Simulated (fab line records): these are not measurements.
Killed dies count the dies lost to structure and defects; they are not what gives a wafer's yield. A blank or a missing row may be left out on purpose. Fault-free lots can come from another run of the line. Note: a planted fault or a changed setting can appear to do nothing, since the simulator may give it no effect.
fab line records ; flow nandHarc
record: lots: 5; wafers: 13; lastDay: 24
route steps=1159 shown A_SGD_CUT@756 END@1159
lots untouched by any fault: they come from a run of this same line in which no faults occurred
startH: the number of hours between the record's first day and the start of the first shown wafer of the lot ; waitH: hours since the lot's step before ; " unchanged from the row above ; L1.1+2: one row covering several wafers at once ; - no value, or no start was given ; * or withheld: withheld ; < > ~ a bound
route shown NAME@n: NAME is a module with steps in the file, n the number in the route of the first one ; usual: average and standard deviation across the fault-free wafers ; same: alike in all rows ; chamber/n: place in a boat ; sites: per-site readings ; _std_site: standard deviation of those values ; _edge_site: outer sites' mean less inner sites' ; radiusMm: how far each site lies from the wafer's centre ; mask NAME#n: copy n ; behind: the tool/chamber that last shaped the wafer ; hold: what put the lot on hold/how long, in hours/how the hold closed ; device: which transistor (n, p or np) failed to switch ; end of line: at the end of the route, the tests of the same wafers ; a step without rows: its recipe alone ; killed: dies that structure and defects cost at the first sort, which is not the same as the wafer's yield ; map: shows each die of a wafer: x if killed, . if not, _ if none is there
set.NAME: the setting as run; set.NAME@STEP: as run at that earlier step ; model.NAME: the simulator's own value behind a step, which no gauge read
lots at selected steps of the route; one table per step, one row per wafer
services: a tool's chamber out of use, with start hour (startH, from the record's first day; less than 0 if before it), hours out, and reason
== steps ==
step: NHARC_A_SGD_CUT_PEB_07
recipe: pebTempC: 100; pebTimeS: 65
step: NHARC_A_SGD_CUT_DEVELOP_08
recipe: developTimeS: 35; devTempC: 23
step: NHARC_A_SGD_CUT_CD_MEAS_09
recipe: targetCdNm: 100; landingEnergyEv: 500
usual: cdNm: 100.4/0.69
lot.wafer;tool;chamber;startH;waitH;cdNm
L120.1;cdSem-03;0;343.21;-;100.5
L120.5;cdSem-03;0;343.21;-;100.4
L120.6;cdSem-03;0;343.21;-;99.8
L122.1;cdSem-02;0;358.27;-;100.9
L122.3;cdSem-02;0;358.27;-;100.3
L122.4;cdSem-02;0;358.27;-;100.8
L133.1;cdSem-01;0;425.11;-;100.6
L135.1;cdSem-02;0;438.44;-;101.1
L135.4;cdSem-02;0;438.44;-;100.9
L135.6;cdSem-02;0;438.44;-;101.4
L136.1;cdSem-03;0;439.33;-;99.2
L136.2;cdSem-03;0;439.33;-;100.0
L136.5;cdSem-03;0;439.33;-;99.3
step: NHARC_A_SGD_CUT_OVL_MEAS_10
usual: overlayXNm: -0.4/0.91; overlayYNm: -0.2/0.61
lot.wafer;tool;chamber;startH;waitH;overlayXNm;overlayYNm
L120.1;overlay-01;-;343.30;-;-0.5;-0.1
L120.5;overlay-01;-;343.30;-;-0.9;-0.4
L120.6;overlay-01;-;343.30;-;-0.7;0.1
L122.1;overlay-01;-;358.36;-;-0.4;0.3
L122.3;overlay-01;-;358.36;-;-0.7;0.1
L122.4;overlay-01;-;358.36;-;-0.3;0.3
L133.1;overlay-02;-;425.19;-;-0.9;-1.3
L135.1;overlay-02;-;438.53;-;0.1;-0.1
L135.4;overlay-02;-;438.53;-;0.3;-0.2
L135.6;overlay-02;-;438.53;-;0.2;-0.2
L136.1;overlay-01;-;439.41;-;0.6;-0.2
L136.2;overlay-01;-;439.41;-;0.6;0.0
L136.5;overlay-01;-;439.41;-;0.4;-0.1
step: NHARC_A_SGD_CUT_INSPECT_11
usual: rawDefectCount: 19/9.9
lot.wafer;tool;chamber;startH;waitH;rawDefectCount
L120.1;defectInspect-01;-;343.33;0.0;25
L120.5;defectInspect-01;-;343.33;0.0;25
L120.6;defectInspect-01;-;343.33;0.0;23
L122.1;defectInspect-01;-;358.40;0.0;10
L122.3;defectInspect-01;-;358.40;0.0;11
L122.4;defectInspect-01;-;358.40;0.0;12
L133.1;defectInspect-02;-;425.23;0.0;42
L135.1;defectInspect-01;-;438.57;0.0;13
L135.4;defectInspect-01;-;438.57;0.0;16
L135.6;defectInspect-01;-;438.57;0.0;28
L136.1;defectInspect-01;-;439.45;0.0;8
L136.2;defectInspect-01;-;439.45;0.0;14
L136.5;defectInspect-01;-;439.45;0.0;11
step: NHARC_A_SGD_CUT_DESCUM_14
recipe: timeS: 3; o2FlowSccm: 200; arFlowSccm: 0; biasPowerW: 0; chemistry: O2
usual: drypumpMotorCurrentA: 5.6/0.45; mfcArSccm: 0.018/0.014; oesProductAu: 0.997/0.016; rfVppV: 57.8/0.96; showerheadPlenumPTorr: 1.91/0.08; throttleValvePct: 11.311/0.0086
lot.wafer;tool;chamber;startH;waitH;drypumpMotorCurrentA;mfcArSccm;oesProductAu;rfHoursCounterH;rfVppV;showerheadPlenumPTorr;throttleValvePct
L120.1;rieDiel-03;2;343.40;0.1;4.9;0.030;0.967;10;59.8;1.99;11.310
L120.6;rieDiel-03;1;343.40;0.1;5.5;0;1.016;-;57.9;1.89;11.318
L120.5;rieDiel-03;2;343.40;0.1;4.9;0.030;0.971;-;57.1;1.99;11.316
L122.1;rieDiel-07;0;358.46;0.1;6.2;0.021;0.988;12;58.7;1.80;11.311
L122.3;rieDiel-07;1;358.46;0.1;6.2;0;0.987;12;57.0;1.77;11.324
L122.4;rieDiel-07;2;358.46;0.1;5.8;0.028;1.019;12;58.3;1.89;11.297
L133.1;rieDiel-04;3;425.32;0.1;5.8;0;1.002;8;57.7;1.95;11.320
L135.1;rieDiel-03;2;438.63;0.1;4.9;0.030;0.984;3;58.8;1.99;11.302
L135.4;rieDiel-03;0;438.63;0.1;5.6;0.030;1.013;3;57.0;1.89;11.316
L135.6;rieDiel-03;3;438.63;0.1;4.8;0.022;0.988;-;58.8;2.05;11.292
L136.1;rieDiel-07;1;439.51;0.1;6.2;0;0.985;4;57.4;1.77;11.312
L136.2;rieDiel-07;2;439.51;0.1;5.8;0.028;1.012;4;56.8;1.89;11.311
L136.5;rieDiel-07;2;439.51;0.1;5.8;0.028;1.013;-;59.0;1.89;11.322
step: NHARC_A_SGD_CUT_ETCH_58
recipe: targetDepthA: 390; overEtchFrac: 0.3; timeS: 65; ionEnergyEv: 80; cf4FlowSccm: 150; arFlowSccm: 0; rfW: 300; biasW: 100; chemistry: CF4
step: NHARC_A_SGD_CUT_ETCH_59
recipe: targetDepthA: 2600; overEtchFrac: 0.25; timeS: 406.25; ionEnergyEv: 200; n2FlowSccm: 150; h2FlowSccm: 150; arFlowSccm: 0; rfW: 400; biasW: 150; chemistry: N2/H2
usual: drypumpMotorCurrentA: 5.6/0.46; mfcArSccm: 0.018/0.013; oesProductAu: 0.996/0.017; rfVppV: 430.6/2.7; showerheadPlenumPTorr: 2.04/0.089; throttleValvePct: 14.172/0.0096
same: overEtchFrac: 0.25
lot.wafer;tool;chamber;startH;waitH;drypumpMotorCurrentA;mfcArSccm;oesProductAu;rfHoursCounterH;rfVppV;showerheadPlenumPTorr;throttleValvePct
L120.1;rieDiel-03;3;-;-;4.9;0.022;1.006;11;433.9;2.19;14.166
L120.6;rieDiel-03;1;-;-;5.4;0;1.017;-;430.1;2.01;14.195
L120.5;rieDiel-03;2;-;-;4.9;0.030;0.972;-;432.8;2.13;14.178
L122.1;rieDiel-07;0;-;-;6.2;0.021;0.997;12;426.3;1.92;14.160
L122.3;rieDiel-07;1;-;-;6.2;0;0.973;12;426.6;1.89;14.158
L122.4;rieDiel-07;3;-;-;5.7;0.027;1.016;13;434.4;2.15;14.167
L133.1;rieDiel-04;0;-;-;5.6;0.036;1.015;7;428.7;2.02;14.171
L135.1;rieDiel-03;2;-;-;4.9;0.030;0.983;3;432.0;2.13;14.182
L135.4;rieDiel-03;3;-;-;4.9;0.022;1.000;3;434.1;2.19;14.161
L135.6;rieDiel-03;2;-;-;4.9;0.030;0.977;-;434.0;2.13;14.172
L136.1;rieDiel-07;2;-;-;5.8;0.028;0.997;4;429.2;2.01;14.185
L136.2;rieDiel-07;0;-;-;6.2;0.021;0.996;4;425.6;1.91;14.177
L136.5;rieDiel-07;1;-;-;6.1;0;0.989;-;426.6;1.88;14.168
step: NHARC_A_SGD_CUT_ETCH_15
recipe: targetDepthA: 750; timeS: 64.3; ch3fFlowSccm: 50; o2FlowSccm: 30; arFlowSccm: 200; rfW: 500; biasW: 100; chemistry: CH3F/O2
step: NHARC_A_SGD_CUT_ETCH_16
recipe: targetDepthA: 3105; timeS: 155.2; c4f8FlowSccm: withheld; o2FlowSccm: 8; arFlowSccm: withheld; rfW: 600; biasW: 800; chemistry: C4F8/O2/Ar
usual: oesProductAu: 0.971/0.021; rfVppV: 723/4.2
lot.wafer;tool;chamber;startH;waitH;oesProductAu;rfHoursCounterH;rfVppV
L120.1;rieDiel-03;3;-;-;0.972;11;731
L120.5;rieDiel-03;0;-;-;1.000;-;720
L120.6;rieDiel-03;1;-;-;0.963;-;722
L122.1;rieDiel-07;1;-;-;0.944;12;716
L122.4;rieDiel-07;2;-;-;0.981;12;723
L122.3;rieDiel-07;3;-;-;1.000;13;727
L133.1;rieDiel-04;3;-;-;0.979;9;724
L135.1;rieDiel-03;3;-;-;0.955;3;730
L135.4;rieDiel-03;0;-;-;1.001;3;722
L135.6;rieDiel-03;1;-;-;0.964;-;723
L136.1;rieDiel-07;0;-;-;0.956;4;718
L136.2;rieDiel-07;2;-;-;0.977;4;723
L136.5;rieDiel-07;1;-;-;0.948;-;716
step: NHARC_A_SGD_CUT_STRIP_60
recipe: c4f8FlowSccm: withheld; o2FlowSccm: 8; arFlowSccm: withheld; biasW: 0; chemistry: C4F8/O2/Ar
step: NHARC_A_SGD_CUT_STRIP_17
recipe: o2FlowSccm: 500; arFlowSccm: 0; biasW: 0; chemistry: O2
step: NHARC_A_SGD_CUT_PRECLEAN_18
recipe: timeS: *; tempC: 50; bathAgeMin: 0; chemistry: SC1
usual: h2o2FlowMLMin: 56.60/0.16
lot.wafer;tool;chamber;startH;waitH;h2o2FlowMLMin
L120.6;wetBench-03;1;344.37;-;56.82
L120.5;wetBench-03;2;344.37;-;56.66
L120.1;wetBench-03;5;344.37;-;56.41
L122.4;wetBench-03;2;359.44;-;56.55
L122.1;wetBench-03;4;359.44;-;56.67
L122.3;wetBench-03;6;359.44;-;56.51
L133.1;wetBench-03;6;426.28;-;56.68
L135.6;wetBench-04;5;439.61;-;56.49
L135.4;wetBench-04;7;439.61;-;56.53
L135.1;wetBench-04;0;439.61;-;56.58
L136.1;wetBench-01;7;440.49;-;56.65
L136.5;wetBench-01;0;440.49;-;56.51
L136.2;wetBench-01;3;440.49;-;56.82
step: NHARC_A_SGD_CUT_SRD_19
step: NHARC_A_SGD_CUT_DEP_20
recipe: targetThkA: 1500; tempC: 65; material: SiO2
step: NHARC_A_SGD_CUT_ANNEAL_27
recipe: tempC: 450; timeS: 1800
step: NHARC_A_SGD_CUT_CMP_21
recipe: targetThkNm: 148.19
usual: edgeZonePressureFrac: 1.000/0.0049; motorCurrentA: 12.0/1.4; timeToEndpointS: 49/3.5
lot.wafer;tool;chamber;startH;waitH;edgeZonePressureFrac;motorCurrentA;timeToEndpointS
L120.1;cmp-03;3;348.49;0.4;0.994;12.3;45
L120.5;cmp-03;3;348.49;0.4;1.000;11.6;45
L120.6;cmp-03;0;348.49;0.4;0.997;13.3;45
L122.3;cmp-02;2;364.10;0.4;0.998;9.5;52
L122.1;cmp-02;0;364.10;0.4;1.002;12.3;53
L122.4;cmp-02;1;364.10;0.4;0.997;12.7;54
L133.1;cmp-02;3;432.12;0.4;1.005;12.4;45
L135.4;cmp-03;1;444.33;0.4;0.999;12.0;43
L135.1;cmp-03;3;444.33;0.4;1.007;11.9;48
L135.6;cmp-03;0;444.33;0.4;1.005;13.7;44
L136.1;cmp-01;1;444.33;0.4;1.007;14.4;50
L136.2;cmp-01;3;444.33;0.4;1.005;9.5;51
L136.5;cmp-01;1;444.33;0.4;1.000;14.3;51
step: NHARC_A_SGD_CUT_THK_MEAS_22
recipe: thkMeasGauge: ellipsometry
usual: thkNm: 147.6/1.5
lot.wafer;tool;chamber;startH;waitH;thkNm
L120.1;filmMetro-01;-;348.75;0.2;146.8
L120.5;filmMetro-01;-;348.75;0.2;147.1
L120.6;filmMetro-01;-;348.75;0.2;147.8
L122.1;filmMetro-01;-;364.36;0.2;147.6
L122.3;filmMetro-01;-;364.36;0.2;146.9
L122.4;filmMetro-01;-;364.36;0.2;145.6
L133.1;filmMetro-02;-;432.31;0.2;150.2
L135.1;filmMetro-01;-;444.56;0.2;143.5
L135.4;filmMetro-01;-;444.56;0.2;147.5
L135.6;filmMetro-01;-;444.56;0.2;147.5
L136.1;filmMetro-02;-;444.56;0.2;149.5
L136.2;filmMetro-02;-;444.56;0.2;148.2
L136.5;filmMetro-02;-;444.56;0.2;149.2
step: NHARC_A_SGD_CUT_SRD_23
step: NHARC_A_SGD_CUT_ETCH_26
recipe: targetDepthA: 458; chemistry: dHF; material: SiO2
step: NHARC_A_SGD_CUT_ETCHBACK_24
recipe: targetDepthA: 500; overEtchFrac: 0.3; timeS: 92.857; ionEnergyEv: 120; ch3fFlowSccm: 50; o2FlowSccm: 30; arFlowSccm: 200; rfW: 500; biasW: 100; chemistry: CH3F/O2
usual: drypumpMotorCurrentA: 5.6/0.44; mfcArSccm: 200.1/0.63; oesProductAu: 0.97/0.032; rfVppV: 244.4/1.6; showerheadPlenumPTorr: 2.46/0.096; throttleValvePct: 20.664/0.0091
same: overEtchFrac: 0.3
lot.wafer;tool;chamber;startH;waitH;drypumpMotorCurrentA;mfcArSccm;oesProductAu;rfHoursCounterH;rfVppV;showerheadPlenumPTorr;throttleValvePct
L120.1;rieDiel-07;2;348.97;0.1;5.8;200.5;1.01;11;243.8;2.43;20.670
L120.5;rieDiel-07;2;348.97;0.1;5.8;200.2;1.01;-;244.2;2.43;20.660
L120.6;rieDiel-07;3;348.97;0.1;5.6;199.7;1.02;-;245.7;2.59;20.654
L122.3;rieDiel-03;2;364.58;0.1;4.9;200.1;0.98;13;245.0;2.56;20.681
L122.1;rieDiel-03;3;364.58;0.1;4.8;200.1;0.99;13;246.3;2.63;20.674
L122.4;rieDiel-03;3;364.58;0.1;4.8;200.5;1.00;-;247.6;2.63;20.666
L133.1;rieDiel-07;3;432.57;0.2;5.6;200.2;1.01;2;245.9;2.58;20.667
L135.1;rieDiel-03;1;444.91;0.3;5.5;200.7;0.90;4;244.2;2.42;20.657
L135.4;rieDiel-03;1;444.91;0.3;5.5;200.6;0.91;-;242.6;2.42;20.663
L135.6;rieDiel-03;2;444.91;0.3;4.9;200.5;0.90;-;246.1;2.56;20.671
L136.2;rieDiel-04;3;444.93;0.3;5.8;200.4;0.92;10;244.3;2.50;20.664
L136.1;rieDiel-04;2;444.93;0.3;5.2;200.8;0.91;10;244.0;2.41;20.654
L136.5;rieDiel-04;3;444.93;0.3;5.8;200.1;0.92;-;246.4;2.50;20.658
step: NHARC_A_SGD_CUT_STRIP_28
recipe: timeS: 20; o2FlowSccm: 500; arFlowSccm: 0; biasW: 0; chemistry: O2
step: NHARC_END_SORT_01
recipe: tempC: 25
usual: killedAtArray: 27/9.9; killedAtOther: 0.5/0.76; killedAtPeriphery: 3.4/2.2; killedDies: 31/10; killedOpen: 3.3/2; killedShort: 2.0/1.5
same: grossDies: 677
lot.wafer;tool;chamber;startH;waitH;killedAtArray;killedAtOther;killedAtPeriphery;killedDies;killedOpen;killedShort
L120.6;prober-02;0;479.37;4.0;26;0;2;28;0;2
L133.1;prober-02;0;550.24;2.5;94;2;5;101;5;1
killed by level:class
L120.6 A_CHANNEL_HOLE_D1:chamberFilmFlake=16 A_STAIRCASE:chamberFilmFlake=3 A_SLIT:chamberFilmFlake=2 A_BLC:chamberFilmFlake=2 P_GATE:geometricParticle:short=1 A_SGD_CUT:geometricParticle:short=1 P_STI:chamberFilmFlake=1 A_WL_FILL:chamberFilmFlake=1
L133.1 A_SGD_CUT:unspecified=67 A_CHANNEL_HOLE_D1:chamberFilmFlake=20 A_CONTACT:chamberFilmFlake=4 P_GATE:geometricParticle:open=2 P_CONTACT:geometricParticle:short=1 P_M0:geometricParticle:open=1 A_CONTACT:geometricParticle:open=1 P_CONTACT:chamberFilmFlake=1
map L133.1 (x killed, . not)
____________.____________
_________......._________
_______.....x....._______
______............x______
_____..xx.......xxxx_____
____...xx.....x.xxx.x____
____x.x.xx.x...xxxxxx____
___.xxxx.......xxxxxxx___
___..xxxx......xxxxxxx___
__..x..........xxxxxxxx__
__......xx.....xxxxxx..__
_......x.x....xxxxxxxx.._
_...x...........xxxx...._
_.............x.xxxxxx.._
_........x.x....x.x....._
_......x..........x..x.._
.........................
......x...............x..
.......................x.
.........................
..............x..........
_......................._
_......................._
_......................._
_.................x....._
_......................._
__..x..................__
__.....................__
___...................___
___...................___
____.................____
____.......x.........____
_____..............._____
______.............______
_______..........._______
_________......._________
____________.____________
map L120.5 (x killed, . not)
____________.____________
_________......._________
_______..........._______
______.............______
_____..............._____
____.................____
____.......x...x.....____
___...................___
___..............x....___
__x.x..................__
__.....................__
_....................x.._
_......................._
_......................._
_....x.................._
_......................._
x........................
................x........
.........................
.........................
x................x.......
_......................._
_..x...................._
_.......xxx...x........._
_......xx.x............._
_......xxx.............._
__....x.....x.....x....__
__........x............__
___.......x...........___
___....xx...x.........___
____.................____
____.................____
_____..............._____
______.............______
_______..........._______
_________......._________
____________.____________
== services ==
tool;chamber;startH;hours;kind
wetBench-04;-;320.02;1.2;repair
rieDiel-03;0;322.38;-;clean
rieDiel-03;1;322.38;-;clean
wetBench-03;-;322.42;8.0;pm
cmp-02;-;324.59;4.0;pm
cmp-03;-;326.27;0.4;repair
rieDiel-03;1;328.69;3.5;repair
cmp-02;-;337.76;0.3;repair
wetBench-04;-;339.20;8.0;pm
cmp-01;-;339.58;0.8;repair
rieDiel-04;1;343.91;4.4;repair
rieDiel-04;0;348.26;18.2;repair
cmp-03;-;352.00;4.0;pm
rieDiel-03;0;358.74;14.8;repair
cmp-01;-;375.63;4.0;pm
rieDiel-03;-;377.83;2.6;repair
cmp-03;-;387.93;0.4;repair
wetBench-01;-;389.60;8.0;pm
rieDiel-03;-;392.56;9.0;pm
rieDiel-07;-;405.20;9.0;pm
cmp-02;-;405.59;0.5;repair
cmp-01;-;418.50;0.6;repair
cmp-02;-;422.62;4.0;pm
rieDiel-03;0;441.54;11.7;repair
== key ==
firstSign: step: NHARC_END_SORT_01; reading: killedDies; direction: up; sigmas: 7; usual: 31; struck: 101
effect: step: NHARC_END_SORT_01; reading: killedAtArray; direction: up; sigmas: 6.8; usual: 27; struck: 94
moreKillsBornAt: NHARC_A_SGD_CUT_PRECLEAN_18@wetBench-03: 67
metAt NHARC_A_SGD_CUT_PRECLEAN_18
struckWafers L133.1
testerLeftOut L133
onsetBetween 359.44 426.28
alsoFits NHARC_A_SGD_CUT_DESCUM_14:rieDiel-04,NHARC_A_SGD_CUT_ETCH_59:rieDiel-04,NHARC_A_SGD_CUT_ETCH_16:rieDiel-04,NHARC_A_SGD_CUT_CMP_21:cmp-02
fault: kind: chamberParticleSource; tool: wetBench-03; chamber: 6; onsetH: 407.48; steps: NHARC_A_SGD_CUT_PRECLEAN_18; ratePerVisitCm2: 0.43789; endH: 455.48
testerLeftOut: of these lots the tester's yield and bins aren't shown, on N5 and GAA mostly nor the transistor test; their killed dies are dies lost to structure and defects alone, not to doping, threshold or leakage, so they don't give the yield
